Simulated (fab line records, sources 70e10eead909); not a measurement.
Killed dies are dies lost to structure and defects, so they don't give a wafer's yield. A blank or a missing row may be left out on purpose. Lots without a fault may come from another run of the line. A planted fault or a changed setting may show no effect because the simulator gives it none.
A struck lot beside a sound one | flow nand_harc | 38 steps out of a route of 1159
Sound: wafers L222.1, L222.3, L222.4. Struck: wafers L237.2, L237.3, L237.6. The cause comes at the end.
At each step with rows: each side's tool, then ch and its chambers, then its first start. Under that, the readings that differ: sound wafers | struck wafers | difference of the means | sigmas: that difference in standard deviations of wafers without a fault.
alike: readings whose means differ by less than 2 such deviations, and words and numbers that are the same on both sides. not compared: withheld readings, readings that some wafer has no value for, bounds like >300 that may hide the same value, and numbers for which the record gives no deviation and whose values overlap.
The two part at a step that has a row with sigmas, a row that says differs or no value, or rows on one side only. Numbers that don't overlap but have no deviation are shown without sigmas and don't part them. A reading that every wafer of one side lacks parts them only if that side has two wafers or more.

first, 8 steps without rows for these wafers: NHARC_A_WL_FILL_CVD_23 (deposits poly-Si, target thk 40 nm, time 800 s); NHARC_A_WL_FILL_ETCHBACK_26 (etches the open film in HBr, target depth 52 nm, time 13.3 s); NHARC_A_WL_FILL_PRECLEAN_30 (cleans in dHF, time 10 s); NHARC_A_WL_FILL_SRD_14; NHARC_A_WL_FILL_ALD_19 (deposits TiN, target thk 2 nm, pulse time 3 s, ald cycles 100); NHARC_A_WL_FILL_CVD_20 (deposits W, target thk 75 nm, time 5064 s); NHARC_A_WL_FILL_CMP_12 (polishes, t overpolish 30 s, target thk 75 nm); NHARC_A_WL_FILL_SRD_31.
NHARC_A_WL_FILL_INSPECT_15:
  sound on defect_inspect-01, day 17 12:23; struck on defect_inspect-01, day 21 06:33
  alike: raw_defect_count
NHARC_A_CONTACT_DEP_24: deposits SiO2, target thk 500 nm.
  sound on pecvd-01 ch 0,1,2, day 17 12:27; struck on pecvd-01 ch 0,1, day 21 06:41
  alike: chamber_pressure_Torr, heater_power_w, rf_fwd_power_W, throttle_valve_pct
NHARC_A_CONTACT_DEP_28: deposits aC, target thk 3600 nm.
  sound on acl_dep-02 ch 0, day 17 13:47; struck on acl_dep-03 ch 0, day 21 14:32
  alike: throttle_valve_pct
NHARC_A_CONTACT_DEP_29: deposits SiON, target thk 70 nm.
  sound on pecvd-03 ch 0,1, day 17 16:04; struck on pecvd-02 ch 0,1, day 21 16:26
  alike: chamber_pressure_Torr, heater_power_w, rf_fwd_power_W
then, 10 steps without rows for these wafers: NHARC_A_CONTACT_DEHYDRATE_32 (time 120 s); NHARC_A_CONTACT_HMDS_33 (time 30 s); NHARC_A_CONTACT_COAT_34 (time 75 s); NHARC_A_CONTACT_COAT_35 (time 65 s); NHARC_A_CONTACT_COAT_36 (resist thk 90 nm); NHARC_A_CONTACT_SOFTBAKE_37 (time 55 s); NHARC_A_CONTACT_EBR_38; NHARC_A_CONTACT_EXPOSE_39 (exposes mask A CC 3); NHARC_A_CONTACT_PEB_40 (peb time 65 s); NHARC_A_CONTACT_DEVELOP_41 (develop time 35 s).
NHARC_A_CONTACT_CD_MEAS_42: target cd 200 nm.
  sound on cd_sem-02 ch 0, day 17 16:40; struck on cd_sem-02 ch 0, day 21 17:01
  alike: cd_nm
NHARC_A_CONTACT_OVL_MEAS_43:
  sound on overlay-01, day 17 16:45; struck on overlay-02, day 21 17:06
  reading           | sound          | struck      | difference | sigmas
  overlay_x_nm (nm) | -0.3 -1.1 -0.6 | 1.7 1.6 1.4 | +2.2       | +3
  alike: overlay_y_nm
then, 2 steps without rows for these wafers: NHARC_A_CONTACT_DESCUM_47 (chemistry O2, time 3 s); NHARC_A_CONTACT_ETCH_48 (etches the open film in CF4, target depth 39 nm, time 65 s).
NHARC_A_CONTACT_ETCH_49: etches the open film in N2/H2, target depth 260 nm, time 475.3 s.
  sound on rie_diel-12 ch 0,2,3; struck on rie_diel-12 ch 0,3
  alike: bias_w, drypump_motor_current_A, oes_product_au, rf_fwd_power_W, rf_vpp_V, showerhead_plenum_p_Torr, throttle_valve_pct
  not compared: rf_hours_counter_h
NHARC_A_CONTACT_ETCH_50: etches the open film in CF4/CHF3, target depth 84.7 nm, time 42.4 s.
  sound on rie_diel-12 ch 0,1,3; struck on rie_diel-12 ch 0,1,3
  alike: bias_w, cf4_flow_sccm, drypump_motor_current_A, oes_product_au, rf_fwd_power_W, rf_vpp_V, showerhead_plenum_p_Torr, throttle_valve_pct
  not compared: rf_hours_counter_h
then, 3 steps without rows for these wafers: NHARC_A_CONTACT_ETCH_51 (etches the open film in O2/COS, target depth 3600 nm, time 936 s); NHARC_A_CONTACT_ETCH_111 (etches the open film in C4F8/O2/Ar, time 140 s, target depth 700 nm); NHARC_A_CONTACT_ETCH_112 (etches the open film in C4F8/O2/Ar, time 94 s, target depth 922 nm).
NHARC_A_CONTACT_ETCH_113: etches the open film in C4F8/O2/Ar, time 94 s, target depth 922 nm.
  sound on har_cap_etch-03 ch 0,1, day 17 18:24; struck on har_cap_etch-02 ch 0,1, day 21 18:47
  not compared: rf_hours_counter_h
then, 5 steps without rows for these wafers: NHARC_A_CONTACT_ETCH_114 (etches the open film in C4F8/O2/Ar, time 94 s, target depth 922 nm); NHARC_A_CONTACT_ETCH_115 (etches the open film in C4F8/O2/Ar, time 94 s, target depth 922 nm); NHARC_A_CONTACT_ETCH_116 (etches the open film in C4F8/O2/Ar, time 94 s, target depth 922 nm); NHARC_A_CONTACT_ETCH_117 (etches the open film in C4F8/O2/Ar, time 94 s, target depth 922 nm); NHARC_A_CONTACT_ETCH_118 (etches the open film in C4F8/O2/Ar, time 94 s, target depth 922 nm).
-- the record jumps here: 3 days lie between the struck wafers' starts before and after (it left off in module A_CONTACT and takes up again in module END, whose first step shown is number 1159 of the route) --
NHARC_END_SORT_01:
  sound on prober-01 ch 0, day 20 15:29; struck on prober-01 ch 0, day 24 21:44
  reading         | sound    | struck      | difference | sigmas
  killed_at_array | 33 24 19 | 141 140 130 | +112       | +10
  killed_dies     | 37 26 28 | 144 145 136 | +111       | +10
  alike: killed_at_other, killed_at_periphery, killed_open, killed_short

WHERE THEY PART
First at NHARC_A_CONTACT_OVL_MEAS_43; last, within this record, at NHARC_END_SORT_01.

WHY: what the simulator had put in
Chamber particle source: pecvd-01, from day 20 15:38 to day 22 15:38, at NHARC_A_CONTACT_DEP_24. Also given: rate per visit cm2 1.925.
